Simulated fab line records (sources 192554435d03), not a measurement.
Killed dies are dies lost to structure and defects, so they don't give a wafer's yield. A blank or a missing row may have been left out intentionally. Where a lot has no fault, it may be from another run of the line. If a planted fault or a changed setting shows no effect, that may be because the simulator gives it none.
fab line records / flow n5-finfet
record lots=7 wafers=21 last-day=18
route steps=1938 shown MOL_CONTACT_COAG@587
lots untouched by any fault: they come from a run of this same line in which no faults occurred
start-h: the number of hours between the record's first day and the start of the first shown wafer of the lot / wait-h: hours since the lot's step before / " unchanged from the row above / L1.1+2: several wafers, shown together as one row / - no value present, or no start provided / * or withheld: withheld / < > ~ a bound
route shown NAME@n: a module of which the file shows steps, and the number in the route of the first / usual: mean/standard deviation of fault-free wafers / same: alike in all rows / chamber/n: place in a boat / sites: the reading at each site / _std_site: standard deviation across them / _edge_site: outer sites' mean less inner sites' / radius-mm: how far each site lies from the wafer's centre / mask NAME#n: copy n / behind: the most recent tool/chamber to have shaped the wafer / hold: reason for holding the lot/hours on hold/outcome of the hold / device: names the non-switching transistor (n, p or np) / end of line: tests of these same wafers at the route's end / where a step has no rows: the recipe by itself / killed: dies that structure and defects cost at the first sort, which is not the same as the wafer's yield / map: a wafer's dies, marking killed ones x, the rest . and places with no die _
set.NAME: the setting the step ran with; set.NAME@STEP: the setting that earlier step ran with / model.NAME: the simulator's own value behind a step, which no gauge read
certain route steps with their lots: each step a table, each wafer a row
services: a tool's chamber out of use, with start hour (start-h, from the record's first day; less than 0 if before it), hours out, and reason
## steps
# step N5_MOL_CONTACT_COAG_STRIP_96
# recipe chemistry=N2/H2 power-w=500 temp-c=40 pressure-mtorr=50 rf-frequency-hz=6e+07 overash-fraction=0.3 bias-power-w=28 h2-frac=0.5 n2-flow-sccm=300 h2-flow-sccm=300
# usual drypump-motor-current-A=5.7/0.43 oes-product-au=0.79/0.096 rf-vpp-V=122.0/1.4 showerhead-plenum-p-Torr=3.36/0.12 throttle-valve-pct=19.0/0.4
# same overash-fraction=0.3
lot.wafer=L944.3 tool=rie-diel-03 chamber=2 start-h=112.50 wait-h=0.0 drypump-motor-current-A=5.7 oes-product-au=0.68 rf-hours-counter-h=248 rf-vpp-V=120.7 showerhead-plenum-p-Torr=3.17 throttle-valve-pct=19.5
lot.wafer=L944.4 tool=rie-diel-03 chamber=0 start-h=112.50 wait-h=0.0 drypump-motor-current-A=5.3 oes-product-au=0.74 rf-hours-counter-h=160 rf-vpp-V=121.3 showerhead-plenum-p-Torr=3.21 throttle-valve-pct=19.0
lot.wafer=L944.5 tool=rie-diel-03 chamber=3 start-h=112.50 wait-h=0.0 drypump-motor-current-A=6.6 oes-product-au=0.84 rf-hours-counter-h=- rf-vpp-V=123.1 showerhead-plenum-p-Torr=3.53 throttle-valve-pct=18.2
lot.wafer=L948.1 tool=rie-diel-01 chamber=0 start-h=131.98 wait-h=0.0 drypump-motor-current-A=5.5 oes-product-au=0.74 rf-hours-counter-h=158 rf-vpp-V=120.4 showerhead-plenum-p-Torr=3.50 throttle-valve-pct=19.3
lot.wafer=L948.5 tool=rie-diel-01 chamber=2 start-h=131.98 wait-h=0.0 drypump-motor-current-A=5.8 oes-product-au=0.70 rf-hours-counter-h=- rf-vpp-V=120.7 showerhead-plenum-p-Torr=3.35 throttle-valve-pct=18.8
lot.wafer=L948.6 tool=rie-diel-01 chamber=1 start-h=131.98 wait-h=0.0 drypump-motor-current-A=5.4 oes-product-au=0.71 rf-hours-counter-h=- rf-vpp-V=120.3 showerhead-plenum-p-Torr=3.20 throttle-valve-pct=19.4
lot.wafer=L949.1 tool=rie-diel-06 chamber=3 start-h=139.93 wait-h=0.0 drypump-motor-current-A=5.5 oes-product-au=0.95 rf-hours-counter-h=5 rf-vpp-V=120.9 showerhead-plenum-p-Torr=3.30 throttle-valve-pct=19.3
lot.wafer=L949.3 tool=rie-diel-06 chamber=2 start-h=139.93 wait-h=0.0 drypump-motor-current-A=5.3 oes-product-au=0.70 rf-hours-counter-h=240 rf-vpp-V=123.0 showerhead-plenum-p-Torr=3.44 throttle-valve-pct=19.2
lot.wafer=L949.4 tool=rie-diel-06 chamber=2 start-h=139.93 wait-h=0.0 drypump-motor-current-A=5.4 oes-product-au=0.69 rf-hours-counter-h=- rf-vpp-V=122.2 showerhead-plenum-p-Torr=3.44 throttle-valve-pct=19.2
lot.wafer=L950.2 tool=rie-diel-03 chamber=3 start-h=144.80 wait-h=0.0 drypump-motor-current-A=6.6 oes-product-au=0.84 rf-hours-counter-h=61 rf-vpp-V=122.2 showerhead-plenum-p-Torr=3.52 throttle-valve-pct=18.2
lot.wafer=L950.3 tool=rie-diel-03 chamber=1 start-h=144.80 wait-h=0.0 drypump-motor-current-A=5.7 oes-product-au=0.69 rf-hours-counter-h=236 rf-vpp-V=121.6 showerhead-plenum-p-Torr=3.48 throttle-valve-pct=19.7
lot.wafer=L950.6 tool=rie-diel-03 chamber=1 start-h=144.80 wait-h=0.0 drypump-motor-current-A=5.7 oes-product-au=0.69 rf-hours-counter-h=- rf-vpp-V=123.8 showerhead-plenum-p-Torr=3.48 throttle-valve-pct=19.7
lot.wafer=L957.2 tool=rie-diel-03 chamber=2 start-h=187.36 wait-h=0.0 drypump-motor-current-A=5.7 oes-product-au=0.93 rf-hours-counter-h=14 rf-vpp-V=122.0 showerhead-plenum-p-Torr=3.57 throttle-valve-pct=19.0
lot.wafer=L957.3 tool=rie-diel-03 chamber=0 start-h=187.36 wait-h=0.0 drypump-motor-current-A=5.3 oes-product-au=0.75 rf-hours-counter-h=184 rf-vpp-V=121.0 showerhead-plenum-p-Torr=3.20 throttle-valve-pct=19.1
lot.wafer=L957.4 tool=rie-diel-03 chamber=2 start-h=187.36 wait-h=0.0 drypump-motor-current-A=5.7 oes-product-au=0.93 rf-hours-counter-h=- rf-vpp-V=124.6 showerhead-plenum-p-Torr=3.57 throttle-valve-pct=19.0
lot.wafer=L961.2 tool=rie-diel-06 chamber=3 start-h=212.05 wait-h=0.0 drypump-motor-current-A=5.6 oes-product-au=0.88 rf-hours-counter-h=32 rf-vpp-V=120.9 showerhead-plenum-p-Torr=3.28 throttle-valve-pct=19.3
lot.wafer=L961.3 tool=rie-diel-06 chamber=1 start-h=212.05 wait-h=0.0 drypump-motor-current-A=5.5 oes-product-au=0.92 rf-hours-counter-h=24 rf-vpp-V=120.9 showerhead-plenum-p-Torr=3.30 throttle-valve-pct=18.6
lot.wafer=L961.5 tool=rie-diel-06 chamber=1 start-h=212.05 wait-h=0.0 drypump-motor-current-A=5.5 oes-product-au=0.90 rf-hours-counter-h=- rf-vpp-V=119.9 showerhead-plenum-p-Torr=3.30 throttle-valve-pct=18.6
lot.wafer=L965.3 tool=rie-diel-03 chamber=0 start-h=230.06 wait-h=0.0 drypump-motor-current-A=5.4 oes-product-au=0.72 rf-hours-counter-h=200 rf-vpp-V=120.9 showerhead-plenum-p-Torr=3.19 throttle-valve-pct=19.1
lot.wafer=L965.5 tool=rie-diel-03 chamber=3 start-h=230.06 wait-h=0.0 drypump-motor-current-A=6.6 oes-product-au=0.79 rf-hours-counter-h=- rf-vpp-V=121.0 showerhead-plenum-p-Torr=3.50 throttle-valve-pct=18.3
lot.wafer=L965.6 tool=rie-diel-03 chamber=2 start-h=230.06 wait-h=0.0 drypump-motor-current-A=5.7 oes-product-au=0.89 rf-hours-counter-h=- rf-vpp-V=123.4 showerhead-plenum-p-Torr=3.56 throttle-valve-pct=19.1
# step N5_MOL_CONTACT_COAG_ETCH_47
# recipe chemistry=CH3F/O2 target=SiNx target-depth-a=270 mask-material=SiO2 stop-on=W over-etch-frac=0.2 ion-energy-ev=120 endpoint=OES-CN pressure-mtorr=30 source-w=395 bias-w=73 Ar_flow_sccm=150 CH3F_flow_sccm=30 O2_flow_sccm=20 ends=end-point
# usual O2_flow_sccm=20.00/0.059 drypump-motor-current-A=5.7/0.43 etch-rf-on-time-s=31.3/0.54 mfc-ar-sccm=150.0/0.48 oes-product-au=0.70/0.086 rf-vpp-V=298/4.2 showerhead-plenum-p-Torr=2.00/0.077 throttle-valve-pct=16.40/0.24
lot.wafer=L944.3 tool=rie-diel-03 chamber=2 start-h=112.54 wait-h=0.0 O2_flow_sccm=20.08 drypump-motor-current-A=5.8 etch-rf-on-time-s=31.5 mfc-ar-sccm=149.6 oes-product-au=0.62 rf-hours-counter-h=248 rf-vpp-V=295 showerhead-plenum-p-Torr=1.90 throttle-valve-pct=16.83
lot.wafer=L944.4 tool=rie-diel-03 chamber=0 start-h=112.54 wait-h=0.0 O2_flow_sccm=20.04 drypump-motor-current-A=5.3 etch-rf-on-time-s=31.6 mfc-ar-sccm=150.2 oes-product-au=0.65 rf-hours-counter-h=160 rf-vpp-V=300 showerhead-plenum-p-Torr=1.92 throttle-valve-pct=16.39
lot.wafer=L944.5 tool=rie-diel-03 chamber=3 start-h=112.54 wait-h=0.0 O2_flow_sccm=19.98 drypump-motor-current-A=6.6 etch-rf-on-time-s=31.7 mfc-ar-sccm=149.9 oes-product-au=0.77 rf-hours-counter-h=- rf-vpp-V=303 showerhead-plenum-p-Torr=2.12 throttle-valve-pct=16.15
lot.wafer=L948.1 tool=rie-diel-01 chamber=0 start-h=132.02 wait-h=0.0 O2_flow_sccm=19.98 drypump-motor-current-A=5.5 etch-rf-on-time-s=31.9 mfc-ar-sccm=150.2 oes-product-au=0.66 rf-hours-counter-h=158 rf-vpp-V=300 showerhead-plenum-p-Torr=2.08 throttle-valve-pct=16.35
lot.wafer=L948.5 tool=rie-diel-01 chamber=2 start-h=132.02 wait-h=0.0 O2_flow_sccm=20.05 drypump-motor-current-A=5.8 etch-rf-on-time-s=31.9 mfc-ar-sccm=150.5 oes-product-au=0.63 rf-hours-counter-h=- rf-vpp-V=291 showerhead-plenum-p-Torr=1.99 throttle-valve-pct=16.48
lot.wafer=L948.6 tool=rie-diel-01 chamber=1 start-h=132.02 wait-h=0.0 O2_flow_sccm=20.04 drypump-motor-current-A=5.3 etch-rf-on-time-s=31.4 mfc-ar-sccm=150.1 oes-product-au=0.64 rf-hours-counter-h=- rf-vpp-V=295 showerhead-plenum-p-Torr=1.90 throttle-valve-pct=16.86
lot.wafer=L949.1 tool=rie-diel-06 chamber=3 start-h=139.97 wait-h=0.0 O2_flow_sccm=19.93 drypump-motor-current-A=5.5 etch-rf-on-time-s=30.5 mfc-ar-sccm=150.5 oes-product-au=0.85 rf-hours-counter-h=5 rf-vpp-V=297 showerhead-plenum-p-Torr=1.97 throttle-valve-pct=16.46
lot.wafer=L949.3 tool=rie-diel-06 chamber=2 start-h=139.97 wait-h=0.0 O2_flow_sccm=19.93 drypump-motor-current-A=5.3 etch-rf-on-time-s=31.3 mfc-ar-sccm=150.6 oes-product-au=0.62 rf-hours-counter-h=240 rf-vpp-V=303 showerhead-plenum-p-Torr=2.04 throttle-valve-pct=16.45
lot.wafer=L949.4 tool=rie-diel-06 chamber=2 start-h=139.97 wait-h=0.0 O2_flow_sccm=20.07 drypump-motor-current-A=5.3 etch-rf-on-time-s=31.6 mfc-ar-sccm=149.9 oes-product-au=0.61 rf-hours-counter-h=- rf-vpp-V=306 showerhead-plenum-p-Torr=2.04 throttle-valve-pct=16.45
lot.wafer=L950.2 tool=rie-diel-03 chamber=3 start-h=144.84 wait-h=0.0 O2_flow_sccm=19.99 drypump-motor-current-A=6.6 etch-rf-on-time-s=31.7 mfc-ar-sccm=149.5 oes-product-au=0.75 rf-hours-counter-h=61 rf-vpp-V=304 showerhead-plenum-p-Torr=2.11 throttle-valve-pct=16.16
lot.wafer=L950.3 tool=rie-diel-03 chamber=1 start-h=144.84 wait-h=0.0 O2_flow_sccm=20.00 drypump-motor-current-A=5.7 etch-rf-on-time-s=31.9 mfc-ar-sccm=149.9 oes-product-au=0.61 rf-hours-counter-h=236 rf-vpp-V=295 showerhead-plenum-p-Torr=2.07 throttle-valve-pct=16.76
lot.wafer=L950.6 tool=rie-diel-03 chamber=1 start-h=144.84 wait-h=0.0 O2_flow_sccm=20.02 drypump-motor-current-A=5.7 etch-rf-on-time-s=31.6 mfc-ar-sccm=149.8 oes-product-au=0.63 rf-hours-counter-h=- rf-vpp-V=298 showerhead-plenum-p-Torr=2.07 throttle-valve-pct=16.77
lot.wafer=L957.2 tool=rie-diel-03 chamber=2 start-h=187.40 wait-h=0.0 O2_flow_sccm=19.94 drypump-motor-current-A=5.7 etch-rf-on-time-s=30.7 mfc-ar-sccm=150.2 oes-product-au=0.83 rf-hours-counter-h=14 rf-vpp-V=300 showerhead-plenum-p-Torr=2.14 throttle-valve-pct=16.35
lot.wafer=L957.3 tool=rie-diel-03 chamber=0 start-h=187.40 wait-h=0.0 O2_flow_sccm=20.10 drypump-motor-current-A=5.3 etch-rf-on-time-s=31.1 mfc-ar-sccm=149.3 oes-product-au=0.65 rf-hours-counter-h=184 rf-vpp-V=298 showerhead-plenum-p-Torr=1.92 throttle-valve-pct=16.44
lot.wafer=L957.4 tool=rie-diel-03 chamber=2 start-h=187.40 wait-h=0.0 O2_flow_sccm=19.97 drypump-motor-current-A=5.7 etch-rf-on-time-s=31.0 mfc-ar-sccm=150.1 oes-product-au=0.82 rf-hours-counter-h=- rf-vpp-V=301 showerhead-plenum-p-Torr=2.14 throttle-valve-pct=16.35
lot.wafer=L961.2 tool=rie-diel-06 chamber=3 start-h=212.09 wait-h=0.0 O2_flow_sccm=19.97 drypump-motor-current-A=5.5 etch-rf-on-time-s=30.9 mfc-ar-sccm=150.7 oes-product-au=0.79 rf-hours-counter-h=33 rf-vpp-V=296 showerhead-plenum-p-Torr=1.96 throttle-valve-pct=16.50
lot.wafer=L961.3 tool=rie-diel-06 chamber=1 start-h=212.09 wait-h=0.0 O2_flow_sccm=19.97 drypump-motor-current-A=5.5 etch-rf-on-time-s=30.9 mfc-ar-sccm=149.9 oes-product-au=0.81 rf-hours-counter-h=24 rf-vpp-V=292 showerhead-plenum-p-Torr=1.94 throttle-valve-pct=15.83
lot.wafer=L961.5 tool=rie-diel-06 chamber=1 start-h=212.09 wait-h=0.0 O2_flow_sccm=19.96 drypump-motor-current-A=5.5 etch-rf-on-time-s=30.5 mfc-ar-sccm=149.8 oes-product-au=0.81 rf-hours-counter-h=- rf-vpp-V=292 showerhead-plenum-p-Torr=1.94 throttle-valve-pct=15.84
lot.wafer=L965.3 tool=rie-diel-03 chamber=0 start-h=230.10 wait-h=0.0 O2_flow_sccm=19.93 drypump-motor-current-A=5.3 etch-rf-on-time-s=30.8 mfc-ar-sccm=149.9 oes-product-au=0.64 rf-hours-counter-h=200 rf-vpp-V=299 showerhead-plenum-p-Torr=1.91 throttle-valve-pct=16.46
lot.wafer=L965.5 tool=rie-diel-03 chamber=3 start-h=230.10 wait-h=0.0 O2_flow_sccm=19.99 drypump-motor-current-A=6.6 etch-rf-on-time-s=31.9 mfc-ar-sccm=149.6 oes-product-au=0.72 rf-hours-counter-h=- rf-vpp-V=304 showerhead-plenum-p-Torr=2.10 throttle-valve-pct=16.23
lot.wafer=L965.6 tool=rie-diel-03 chamber=2 start-h=230.10 wait-h=0.0 O2_flow_sccm=20.05 drypump-motor-current-A=5.7 etch-rf-on-time-s=30.6 mfc-ar-sccm=150.1 oes-product-au=0.80 rf-hours-counter-h=- rf-vpp-V=303 showerhead-plenum-p-Torr=2.14 throttle-valve-pct=16.38
# step N5_MOL_CONTACT_COAG_STRIP_119
# recipe chemistry=N2/H2 time-s=30 power-w=1000 temp-c=250 pressure-mtorr=withheld n2-flow-sccm=1750 h2-flow-sccm=3250
# usual drypump-motor-current-A=5.96/0.23 heater-power-w=365/22
lot.wafer=L944.3 tool=plasma-asher-02 chamber=1 start-h=112.64 wait-h=0.1 drypump-motor-current-A=6.10 heater-power-w=325 rf-hours-counter-h=-
lot.wafer=L944.4 tool=plasma-asher-02 chamber=0 start-h=112.64 wait-h=0.1 drypump-motor-current-A=6.37 heater-power-w=382 rf-hours-counter-h=-
lot.wafer=L944.5 tool=plasma-asher-02 chamber=0 start-h=112.64 wait-h=0.1 drypump-motor-current-A=6.37 heater-power-w=382 rf-hours-counter-h=-
lot.wafer=L948.1 tool=plasma-asher-01 chamber=1 start-h=132.10 wait-h=0.1 drypump-motor-current-A=5.93 heater-power-w=372 rf-hours-counter-h=42
lot.wafer=L948.5 tool=plasma-asher-01 chamber=0 start-h=132.10 wait-h=0.1 drypump-motor-current-A=5.72 heater-power-w=373 rf-hours-counter-h=-
lot.wafer=L948.6 tool=plasma-asher-01 chamber=1 start-h=132.10 wait-h=0.1 drypump-motor-current-A=5.92 heater-power-w=386 rf-hours-counter-h=-
lot.wafer=L949.1 tool=plasma-asher-01 chamber=0 start-h=140.05 wait-h=0.1 drypump-motor-current-A=5.74 heater-power-w=384 rf-hours-counter-h=44
lot.wafer=L949.3 tool=plasma-asher-01 chamber=0 start-h=140.05 wait-h=0.1 drypump-motor-current-A=5.77 heater-power-w=379 rf-hours-counter-h=-
lot.wafer=L949.4 tool=plasma-asher-01 chamber=1 start-h=140.05 wait-h=0.1 drypump-motor-current-A=5.94 heater-power-w=370 rf-hours-counter-h=-
lot.wafer=L950.2 tool=plasma-asher-01 chamber=0 start-h=144.92 wait-h=0.1 drypump-motor-current-A=5.72 heater-power-w=371 rf-hours-counter-h=45
lot.wafer=L950.3 tool=plasma-asher-01 chamber=0 start-h=144.92 wait-h=0.1 drypump-motor-current-A=5.70 heater-power-w=380 rf-hours-counter-h=-
lot.wafer=L950.6 tool=plasma-asher-01 chamber=1 start-h=144.92 wait-h=0.1 drypump-motor-current-A=5.86 heater-power-w=373 rf-hours-counter-h=-
lot.wafer=L957.2 tool=plasma-asher-01 chamber=0 start-h=187.48 wait-h=0.1 drypump-motor-current-A=5.68 heater-power-w=378 rf-hours-counter-h=54
lot.wafer=L957.3 tool=plasma-asher-01 chamber=1 start-h=187.48 wait-h=0.1 drypump-motor-current-A=5.96 heater-power-w=369 rf-hours-counter-h=-
lot.wafer=L957.4 tool=plasma-asher-01 chamber=0 start-h=187.48 wait-h=0.1 drypump-motor-current-A=5.71 heater-power-w=376 rf-hours-counter-h=-
lot.wafer=L961.2 tool=plasma-asher-01 chamber=1 start-h=212.18 wait-h=0.1 drypump-motor-current-A=5.88 heater-power-w=376 rf-hours-counter-h=58
lot.wafer=L961.3 tool=plasma-asher-01 chamber=0 start-h=212.18 wait-h=0.1 drypump-motor-current-A=5.71 heater-power-w=380 rf-hours-counter-h=-
lot.wafer=L961.5 tool=plasma-asher-01 chamber=1 start-h=212.18 wait-h=0.1 drypump-motor-current-A=5.90 heater-power-w=377 rf-hours-counter-h=-
lot.wafer=L965.3 tool=plasma-asher-02 chamber=1 start-h=230.20 wait-h=0.1 drypump-motor-current-A=6.08 heater-power-w=321 rf-hours-counter-h=-
lot.wafer=L965.5 tool=plasma-asher-02 chamber=0 start-h=230.20 wait-h=0.1 drypump-motor-current-A=6.39 heater-power-w=372 rf-hours-counter-h=-
lot.wafer=L965.6 tool=plasma-asher-02 chamber=1 start-h=230.20 wait-h=0.1 drypump-motor-current-A=6.10 heater-power-w=315 rf-hours-counter-h=-
# step N5_MOL_CONTACT_COAG_PRECLEAN_144
# recipe chemistry=alkaline-clean temp-c=60 time-s=60 do-ppb=50
# step N5_MOL_CONTACT_COAG_SRD_145
# recipe dry=ipa-marangoni time-s=30 temp-c=23 rinse-liquid=diw
# step N5_MOL_CONTACT_COAG_CD_MEAS_137
# recipe target-cd-nm=16
# usual cd-nm=16.1/0.33
lot.wafer=L944.3 tool=cd-sem-03 chamber=- start-h=112.77 wait-h=0.0 cd-nm=15.8
lot.wafer=L944.4 tool=cd-sem-03 chamber=- start-h=112.77 wait-h=0.0 cd-nm=16.5
lot.wafer=L944.5 tool=cd-sem-03 chamber=- start-h=112.77 wait-h=0.0 cd-nm=16.0
lot.wafer=L948.1 tool=cd-sem-03 chamber=- start-h=132.25 wait-h=0.0 cd-nm=16.3
lot.wafer=L948.5 tool=cd-sem-03 chamber=- start-h=132.25 wait-h=0.0 cd-nm=15.6
lot.wafer=L948.6 tool=cd-sem-03 chamber=- start-h=132.25 wait-h=0.0 cd-nm=15.9
lot.wafer=L949.1 tool=cd-sem-01 chamber=- start-h=140.19 wait-h=0.0 cd-nm=16.3
lot.wafer=L949.3 tool=cd-sem-01 chamber=- start-h=140.19 wait-h=0.0 cd-nm=16.3
lot.wafer=L949.4 tool=cd-sem-01 chamber=- start-h=140.19 wait-h=0.0 cd-nm=16.1
lot.wafer=L950.2 tool=cd-sem-01 chamber=- start-h=145.07 wait-h=0.0 cd-nm=15.5
lot.wafer=L950.3 tool=cd-sem-01 chamber=- start-h=145.07 wait-h=0.0 cd-nm=16.4
lot.wafer=L950.6 tool=cd-sem-01 chamber=- start-h=145.07 wait-h=0.0 cd-nm=16.1
lot.wafer=L957.2 tool=cd-sem-02 chamber=- start-h=187.62 wait-h=0.0 cd-nm=16.3
lot.wafer=L957.3 tool=cd-sem-02 chamber=- start-h=187.62 wait-h=0.0 cd-nm=15.9
lot.wafer=L957.4 tool=cd-sem-02 chamber=- start-h=187.62 wait-h=0.0 cd-nm=16.3
lot.wafer=L961.2 tool=cd-sem-03 chamber=- start-h=212.33 wait-h=0.0 cd-nm=16.2
lot.wafer=L961.3 tool=cd-sem-03 chamber=- start-h=212.33 wait-h=0.0 cd-nm=16.1
lot.wafer=L961.5 tool=cd-sem-03 chamber=- start-h=212.33 wait-h=0.0 cd-nm=16.4
lot.wafer=L965.3 tool=cd-sem-02 chamber=- start-h=230.34 wait-h=0.0 cd-nm=16.4
lot.wafer=L965.5 tool=cd-sem-02 chamber=- start-h=230.34 wait-h=0.0 cd-nm=15.8
lot.wafer=L965.6 tool=cd-sem-02 chamber=- start-h=230.34 wait-h=0.0 cd-nm=15.9
# step N5_MOL_CONTACT_COAG_COAT_62
# recipe resist=SOC temp-c=250 time-s=60 spin-rpm=1500 resist-thk-nm=60
# step N5_MOL_CONTACT_COAG_COAT_63
# recipe resist=SiARC temp-c=220 time-s=60 spin-rpm=1500 resist-thk-nm=10
# step N5_MOL_CONTACT_COAG_COAT_64
# recipe resist=underlayer temp-c=205 time-s=60 spin-rpm=1500 resist-thk-nm=10
# step N5_MOL_CONTACT_COAG_COAT_34
# recipe resist=CAR-EUV spin-rpm=1500 resist-thk-nm=40
# step N5_MOL_CONTACT_COAG_EBR_36
# recipe solvent=PGMEA ebr-width-mm=1.5
# step N5_MOL_CONTACT_COAG_SOFTBAKE_35
# recipe temp-c=110 time-s=60 resist=CAR-EUV
# step N5_MOL_CONTACT_COAG_EXPOSE_37
# recipe mask-id=VD na=0.33 source-shape=annular sigma-inner=0.3 sigma-outer=0.7 polarization=unpolarized defocus-nm=0 dose-mj=62
# usual exposure-dose-mJ-cm2=61.87/0.077 focus-offset-nm=0.0/0.56 na=0.33/0 reticle-temp-C=22.97/0.1 stage-msd-nm=0.848/0.011
lot.wafer=L944.3 tool=euv-scanner-01 chamber=0 start-h=112.96 wait-h=- mask=VD#0 exposure-dose-mJ-cm2=61.98 focus-offset-nm=-0.4 na=0.33 reticle-temp-C=23.16 stage-msd-nm=0.851
lot.wafer=L944.4 tool=euv-scanner-01 chamber=0 start-h=112.96 wait-h=- mask=VD#0 exposure-dose-mJ-cm2=61.94 focus-offset-nm=-0.6 na=0.33 reticle-temp-C=23.07 stage-msd-nm=0.850
lot.wafer=L944.5 tool=euv-scanner-01 chamber=0 start-h=112.96 wait-h=- mask=VD#0 exposure-dose-mJ-cm2=61.93 focus-offset-nm=-0.1 na=0.33 reticle-temp-C=23.01 stage-msd-nm=0.851
lot.wafer=L948.1 tool=euv-scanner-02 chamber=- start-h=132.42 wait-h=- mask=VD#0 exposure-dose-mJ-cm2=- focus-offset-nm=- na=- reticle-temp-C=- stage-msd-nm=-
lot.wafer=L948.5 tool=euv-scanner-02 chamber=- start-h=132.42 wait-h=- mask=VD#0 exposure-dose-mJ-cm2=- focus-offset-nm=- na=- reticle-temp-C=- stage-msd-nm=-
lot.wafer=L948.6 tool=euv-scanner-02 chamber=- start-h=132.42 wait-h=- mask=VD#0 exposure-dose-mJ-cm2=- focus-offset-nm=- na=- reticle-temp-C=- stage-msd-nm=-
lot.wafer=L949.1 tool=euv-scanner-02 chamber=- start-h=140.37 wait-h=- mask=VD#0 exposure-dose-mJ-cm2=- focus-offset-nm=- na=- reticle-temp-C=- stage-msd-nm=-
lot.wafer=L949.3 tool=euv-scanner-02 chamber=- start-h=140.37 wait-h=- mask=VD#0 exposure-dose-mJ-cm2=- focus-offset-nm=- na=- reticle-temp-C=- stage-msd-nm=-
lot.wafer=L949.4 tool=euv-scanner-02 chamber=- start-h=140.37 wait-h=- mask=VD#0 exposure-dose-mJ-cm2=- focus-offset-nm=- na=- reticle-temp-C=- stage-msd-nm=-
lot.wafer=L950.2 tool=euv-scanner-02 chamber=- start-h=145.25 wait-h=- mask=VD#0 exposure-dose-mJ-cm2=- focus-offset-nm=- na=- reticle-temp-C=- stage-msd-nm=-
lot.wafer=L950.3 tool=euv-scanner-02 chamber=- start-h=145.25 wait-h=- mask=VD#0 exposure-dose-mJ-cm2=- focus-offset-nm=- na=- reticle-temp-C=- stage-msd-nm=-
lot.wafer=L950.6 tool=euv-scanner-02 chamber=- start-h=145.25 wait-h=- mask=VD#0 exposure-dose-mJ-cm2=- focus-offset-nm=- na=- reticle-temp-C=- stage-msd-nm=-
lot.wafer=L957.2 tool=euv-scanner-02 chamber=0 start-h=187.81 wait-h=- mask=VD#0 exposure-dose-mJ-cm2=61.87 focus-offset-nm=0.5 na=0.33 reticle-temp-C=23.06 stage-msd-nm=0.842
lot.wafer=L957.3 tool=euv-scanner-02 chamber=0 start-h=187.81 wait-h=- mask=VD#0 exposure-dose-mJ-cm2=61.89 focus-offset-nm=0.5 na=0.33 reticle-temp-C=23.07 stage-msd-nm=0.843
lot.wafer=L957.4 tool=euv-scanner-02 chamber=0 start-h=187.81 wait-h=- mask=VD#0 exposure-dose-mJ-cm2=61.97 focus-offset-nm=-0.2 na=0.33 reticle-temp-C=22.96 stage-msd-nm=0.841
lot.wafer=L961.2 tool=euv-scanner-02 chamber=0 start-h=212.51 wait-h=- mask=VD#0 exposure-dose-mJ-cm2=61.88 focus-offset-nm=0.7 na=0.33 reticle-temp-C=22.95 stage-msd-nm=0.825
lot.wafer=L961.3 tool=euv-scanner-02 chamber=0 start-h=212.51 wait-h=- mask=VD#0 exposure-dose-mJ-cm2=61.86 focus-offset-nm=-0.2 na=0.33 reticle-temp-C=22.97 stage-msd-nm=0.826
lot.wafer=L961.5 tool=euv-scanner-02 chamber=0 start-h=212.51 wait-h=- mask=VD#0 exposure-dose-mJ-cm2=61.95 focus-offset-nm=0.2 na=0.33 reticle-temp-C=23.09 stage-msd-nm=0.829
lot.wafer=L965.3 tool=euv-scanner-01 chamber=0 start-h=230.52 wait-h=- mask=VD#0 exposure-dose-mJ-cm2=62.01 focus-offset-nm=-0.6 na=0.33 reticle-temp-C=23.07 stage-msd-nm=0.863
lot.wafer=L965.5 tool=euv-scanner-01 chamber=0 start-h=230.52 wait-h=- mask=VD#0 exposure-dose-mJ-cm2=61.98 focus-offset-nm=-0.1 na=0.33 reticle-temp-C=22.99 stage-msd-nm=0.863
lot.wafer=L965.6 tool=euv-scanner-01 chamber=0 start-h=230.52 wait-h=- mask=VD#0 exposure-dose-mJ-cm2=62.03 focus-offset-nm=-0.6 na=0.33 reticle-temp-C=22.94 stage-msd-nm=0.860
# step N5_MOL_CONTACT_COAG_PEB_38
# recipe peb-temp-c=100 peb-time-s=60 resist=CAR-EUV
## services
tool=rie-diel-01 chamber=1 start-h=95.89 hours=7.1 kind=repair
tool=euv-scanner-01 chamber=- start-h=108.98 hours=1.0 kind=pm
tool=euv-scanner-02 chamber=- start-h=123.72 hours=1.0 kind=pm
tool=rie-diel-06 chamber=- start-h=127.09 hours=0.4 kind=repair
tool=rie-diel-03 chamber=2 start-h=127.13 hours=- kind=clean
tool=rie-diel-03 chamber=2 start-h=127.13 hours=- kind=consumable-replace:focus-ring
tool=rie-diel-03 chamber=2 start-h=127.13 hours=- kind=consumable-replace:showerhead
tool=rie-diel-03 chamber=2 start-h=127.13 hours=11.0 kind=scheduled-down
tool=rie-diel-03 chamber=2 start-h=127.13 hours=11.0 kind=vent-cycle
tool=euv-scanner-01 chamber=- start-h=129.23 hours=83.5 kind=repair
tool=rie-diel-03 chamber=2 start-h=177.94 hours=5.5 kind=repair
tool=rie-diel-03 chamber=1 start-h=183.66 hours=- kind=clean
tool=rie-diel-03 chamber=1 start-h=183.66 hours=- kind=consumable-replace:focus-ring
tool=rie-diel-03 chamber=1 start-h=183.66 hours=31.7 kind=scheduled-down
tool=rie-diel-03 chamber=1 start-h=183.66 hours=31.7 kind=vent-cycle
tool=euv-scanner-02 chamber=- start-h=186.36 hours=0.5 kind=repair
tool=euv-scanner-02 chamber=0 start-h=189.80 hours=- kind=calibration
tool=euv-scanner-02 chamber=- start-h=193.91 hours=1.0 kind=pm
tool=rie-diel-06 chamber=0 start-h=200.50 hours=16.6 kind=repair
tool=rie-diel-03 chamber=- start-h=205.84 hours=0.2 kind=repair
tool=euv-scanner-02 chamber=- start-h=212.56 hours=4.6 kind=pm
tool=euv-scanner-01 chamber=- start-h=212.76 hours=1.0 kind=pm
tool=euv-scanner-01 chamber=- start-h=217.13 hours=5.8 kind=pm
tool=rie-diel-03 chamber=2 start-h=220.89 hours=7.3 kind=repair
## key
first-sign step=N5_MOL_CONTACT_COAG_EXPOSE_37 reading=tool-record direction=missing
effect none on later readings
met-at N5_MOL_CONTACT_COAG_EXPOSE_37
struck-wafers L948.1,L948.5,L948.6,L949.1,L949.3,L949.4,L950.2,L950.3,L950.6
later-rows-left-out L948.1,L948.5,L948.6,L949.1,L949.3,L949.4,L950.2,L950.3,L950.6
sort-left-out L948.1,L948.5,L948.6,L949.1,L949.3,L949.4,L950.2,L950.3,L950.6
fault kind=skipped-step-whole tool=euv-scanner-02 chamber=- onset-h=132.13 steps=N5_MOL_CONTACT_COAG_EXPOSE_37 scope=struck-lots-only
# sort-left-out: the simulated sort isn't trusted on such a fault, so these wafers' sort isn't shown, and their yield isn't known
# later-rows-left-out: the simulator's readings of these wafers behind a module that went badly wrong aren't trusted and aren't shown, but for the sort
